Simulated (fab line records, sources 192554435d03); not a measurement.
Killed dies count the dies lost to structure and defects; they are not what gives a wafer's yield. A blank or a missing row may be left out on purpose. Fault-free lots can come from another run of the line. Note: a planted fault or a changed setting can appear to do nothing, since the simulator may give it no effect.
Matching of chambers / flow n5_finfet / N5_BEOL_M4_ETCH_77 on rie_diel-05: 4 sister chambers
The step etches underlayer in N2/H2, target depth 6.5 nm, time 5.2 s. 18 wafers are shown with their chamber, then 9 later ones without.

EACH WAFER AND ITS CHAMBER
wafer=L080.2; chamber=3; drypump_motor_current_A (A)=5.1; showerhead_plenum_p_Torr (Torr)=2.50; throttle_valve_pct (%)=17.80
wafer=L080.3; chamber=0; drypump_motor_current_A (A)=5.3; showerhead_plenum_p_Torr (Torr)=2.35; throttle_valve_pct (%)=18.24
wafer=L080.4; chamber=1; drypump_motor_current_A (A)=6.6; showerhead_plenum_p_Torr (Torr)=2.73; throttle_valve_pct (%)=17.99
wafer=L079.1; chamber=3; drypump_motor_current_A (A)=5.1; showerhead_plenum_p_Torr (Torr)=2.50; throttle_valve_pct (%)=17.81
wafer=L079.3; chamber=2; drypump_motor_current_A (A)=5.5; showerhead_plenum_p_Torr (Torr)=2.40; throttle_valve_pct (%)=17.93
wafer=L079.5; chamber=0; drypump_motor_current_A (A)=5.3; showerhead_plenum_p_Torr (Torr)=2.35; throttle_valve_pct (%)=18.23
wafer=L083.3; chamber=0; drypump_motor_current_A (A)=5.3; showerhead_plenum_p_Torr (Torr)=2.35; throttle_valve_pct (%)=18.24
wafer=L083.4; chamber=1; drypump_motor_current_A (A)=6.6; showerhead_plenum_p_Torr (Torr)=2.73; throttle_valve_pct (%)=18.00
wafer=L083.5; chamber=2; drypump_motor_current_A (A)=5.4; showerhead_plenum_p_Torr (Torr)=2.40; throttle_valve_pct (%)=17.94
wafer=L086.1; chamber=0; drypump_motor_current_A (A)=5.3; showerhead_plenum_p_Torr (Torr)=2.34; throttle_valve_pct (%)=18.27
wafer=L086.2; chamber=1; drypump_motor_current_A (A)=6.6; showerhead_plenum_p_Torr (Torr)=2.73; throttle_valve_pct (%)=18.02
wafer=L086.5; chamber=2; drypump_motor_current_A (A)=5.4; showerhead_plenum_p_Torr (Torr)=2.71; throttle_valve_pct (%)=17.48
wafer=L087.2; chamber=1; drypump_motor_current_A (A)=6.6; showerhead_plenum_p_Torr (Torr)=2.73; throttle_valve_pct (%)=18.02
wafer=L087.4; chamber=3; drypump_motor_current_A (A)=5.1; showerhead_plenum_p_Torr (Torr)=2.49; throttle_valve_pct (%)=17.83
wafer=L087.6; chamber=1; drypump_motor_current_A (A)=6.6; showerhead_plenum_p_Torr (Torr)=2.73; throttle_valve_pct (%)=18.03
wafer=L088.1; chamber=0; drypump_motor_current_A (A)=5.3; showerhead_plenum_p_Torr (Torr)=2.34; throttle_valve_pct (%)=18.29
wafer=L088.5; chamber=3; drypump_motor_current_A (A)=5.1; showerhead_plenum_p_Torr (Torr)=2.49; throttle_valve_pct (%)=17.82
wafer=L088.6; chamber=2; drypump_motor_current_A (A)=5.4; showerhead_plenum_p_Torr (Torr)=2.71; throttle_valve_pct (%)=17.45

SIGNATURES, as means of the wafers listed above
reading=drypump_motor_current_A; chamber 0=5.300; chamber 1=6.600; chamber 2=5.425; chamber 3=5.100; scatter within a chamber=0.0231
reading=showerhead_plenum_p_Torr; chamber 0=2.3460; chamber 1=2.7300; chamber 2=2.5550; chamber 3=2.4950; scatter within a chamber=0.0829
reading=throttle_valve_pct; chamber 0=18.2540; chamber 1=18.0120; chamber 2=17.7000; chamber 3=17.8150; scatter within a chamber=0.127
Rule: for a wafer and a chamber, the distance is found by dividing, reading by reading, the gap between the wafer's reading and the chamber's mean by the reading's scatter, squaring, summing and taking the root. If the next closest chamber is less than 2 further off than the closest, the wafer can't be placed; otherwise it belongs to the closest. The scatter is the square root of a quotient: the sum, over the shown wafers, of each reading's squared deviation from its chamber's mean, divided by wafers minus chambers.

WAFERS WITHOUT THEIR CHAMBER
wafer=L093.1; drypump_motor_current_A (A)=5.3; showerhead_plenum_p_Torr (Torr)=2.34; throttle_valve_pct (%)=18.31
wafer=L093.3; drypump_motor_current_A (A)=6.6; showerhead_plenum_p_Torr (Torr)=2.72; throttle_valve_pct (%)=18.02
wafer=L093.4; drypump_motor_current_A (A)=5.4; showerhead_plenum_p_Torr (Torr)=2.71; throttle_valve_pct (%)=17.48
wafer=L096.1; drypump_motor_current_A (A)=5.5; showerhead_plenum_p_Torr (Torr)=2.71; throttle_valve_pct (%)=17.48
wafer=L096.4; drypump_motor_current_A (A)=6.6; showerhead_plenum_p_Torr (Torr)=2.72; throttle_valve_pct (%)=18.07
wafer=L096.5; drypump_motor_current_A (A)=5.3; showerhead_plenum_p_Torr (Torr)=2.33; throttle_valve_pct (%)=18.30
wafer=L097.1; drypump_motor_current_A (A)=6.6; showerhead_plenum_p_Torr (Torr)=2.72; throttle_valve_pct (%)=18.08
wafer=L097.4; drypump_motor_current_A (A)=5.3; showerhead_plenum_p_Torr (Torr)=2.33; throttle_valve_pct (%)=18.30
wafer=L097.6; drypump_motor_current_A (A)=5.4; showerhead_plenum_p_Torr (Torr)=2.71; throttle_valve_pct (%)=17.50

WHICH CHAMBER EACH ONE RAN IN
wafer=L093.1; from the rows above=0; in truth=0
wafer=L093.3; from the rows above=1; in truth=1
wafer=L093.4; from the rows above=2; in truth=2
wafer=L096.1; from the rows above=2; in truth=2
wafer=L096.4; from the rows above=1; in truth=1
wafer=L096.5; from the rows above=0; in truth=0
wafer=L097.1; from the rows above=1; in truth=1
wafer=L097.4; from the rows above=0; in truth=0
wafer=L097.6; from the rows above=2; in truth=2
Correctly placed: 9 of 9. Not placeable from these rows: 0. 0 placed wrongly.
